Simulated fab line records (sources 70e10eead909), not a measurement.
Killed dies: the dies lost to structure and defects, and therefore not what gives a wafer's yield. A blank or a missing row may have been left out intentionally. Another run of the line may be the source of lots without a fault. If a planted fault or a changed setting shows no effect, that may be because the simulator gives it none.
Matching of chambers | flow nand_harc | 4 sister chambers for NHARC_A_CONTACT_ETCH_102 on rie_diel-02
The step etches the open film in CF4/O2, target depth 100 nm, overetch 10 nm, time 55 s. 27 wafers are shown with their chamber, then 12 later ones without.

EACH WAFER AND ITS CHAMBER
wafer  | chamber | drypump_motor_current_A (A) | rf_vpp_V (V) | oes_product_au (a.u.)
L074.1 | 2       | 5.8                         | 196.2        | 0.999
L074.4 | 0       | 6.0                         | 199.2        | 0.985
L074.6 | 3       | 5.9                         | 195.6        | 0.997
L077.1 | 0       | 6.0                         | 199.7        | 0.997
L077.2 | 1       | 5.7                         | 197.1        | 0.996
L077.5 | 2       | 5.8                         | 196.1        | 1.022
L079.1 | 1       | 5.7                         | 196.7        | 1.001
L079.5 | 1       | 5.7                         | 195.9        | 0.991
L079.6 | 0       | 6.0                         | 200.6        | 0.977
L081.2 | 3       | 5.9                         | 196.2        | 0.982
L081.3 | 2       | 5.8                         | 196.6        | 1.011
L081.6 | 1       | 5.7                         | 195.8        | 1.003
L082.1 | 1       | 5.7                         | 196.7        | 1.003
L082.2 | 2       | 5.8                         | 197.1        | 1.011
L082.6 | 2       | 5.8                         | 195.1        | 1.017
L084.3 | 3       | 5.9                         | 195.5        | 0.987
L084.4 | 2       | 5.8                         | 195.9        | 1.005
L084.5 | 3       | 5.9                         | 196.6        | 0.999
L088.1 | 2       | 5.8                         | 194.6        | 1.003
L088.3 | 1       | 5.7                         | 195.1        | 0.989
L088.4 | 3       | 5.8                         | 196.9        | 0.973
L089.1 | 2       | 5.8                         | 196.3        | 1.012
L089.3 | 0       | 6.0                         | 198.9        | 0.996
L089.4 | 1       | 5.7                         | 194.7        | 0.999
L091.3 | 2       | 5.8                         | 194.1        | 1.000
L091.5 | 3       | 5.9                         | 197.1        | 0.985
L091.6 | 2       | 5.8                         | 196.4        | 1.009

SIGNATURES (averages over the wafers above)
reading                 | chamber 0 | chamber 1 | chamber 2 | chamber 3 | scatter within a chamber
drypump_motor_current_A | 6.000     | 5.700     | 5.800     | 5.883     | 0.019
rf_vpp_V                | 199.600   | 196.000   | 195.840   | 196.317   | 0.85
oes_product_au          | 0.98875   | 0.99743   | 1.00890   | 0.98717   | 0.00785
Rule: for a wafer and a chamber, the distance is found by dividing, reading by reading, the gap between the wafer's reading and the chamber's mean by the reading's scatter, squaring, summing and taking the root. The wafer belongs to the nearest chamber; if the next one is less than 2 further off, it can't be placed. The scatter is the square root of a quotient: the sum, over the shown wafers, of each reading's squared deviation from its chamber's mean, divided by wafers minus chambers.

WAFERS WHOSE CHAMBER IS MISSING
wafer  | drypump_motor_current_A (A) | rf_vpp_V (V) | oes_product_au (a.u.)
L090.1 | 5.8                         | 196.8        | 1.006
L090.3 | 5.7                         | 196.4        | 0.998
L090.4 | 5.8                         | 196.2        | 0.982
L096.2 | 5.9                         | 195.6        | 0.985
L096.3 | 6.0                         | 197.6        | 0.992
L096.4 | 5.8                         | 195.4        | 1.006
L097.1 | 5.9                         | 195.8        | 0.994
L097.3 | 6.0                         | 200.8        | 1.004
L097.6 | 5.8                         | 196.2        | 1.026
L095.1 | 6.0                         | 199.2        | 1.003
L095.4 | 5.8                         | 194.9        | 1.016
L095.5 | 6.0                         | 198.2        | 1.009

WHICH CHAMBER EACH ONE RAN IN
wafer  | from the rows above     | in truth
L090.1 | 2                       | 2
L090.3 | 1                       | 1
L090.4 | can't be placed: 2 or 3 | 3
L096.2 | 3                       | 3
L096.3 | 0                       | 0
L096.4 | 2                       | 2
L097.1 | 3                       | 3
L097.3 | 0                       | 0
L097.6 | 2                       | 2
L095.1 | 0                       | 0
L095.4 | 2                       | 2
L095.5 | 0                       | 0
Correct placement for 11 of the 12. Cannot be placed on the basis of these rows: 1; the candidates contain the true chamber in 1. Placed wrongly: 0.
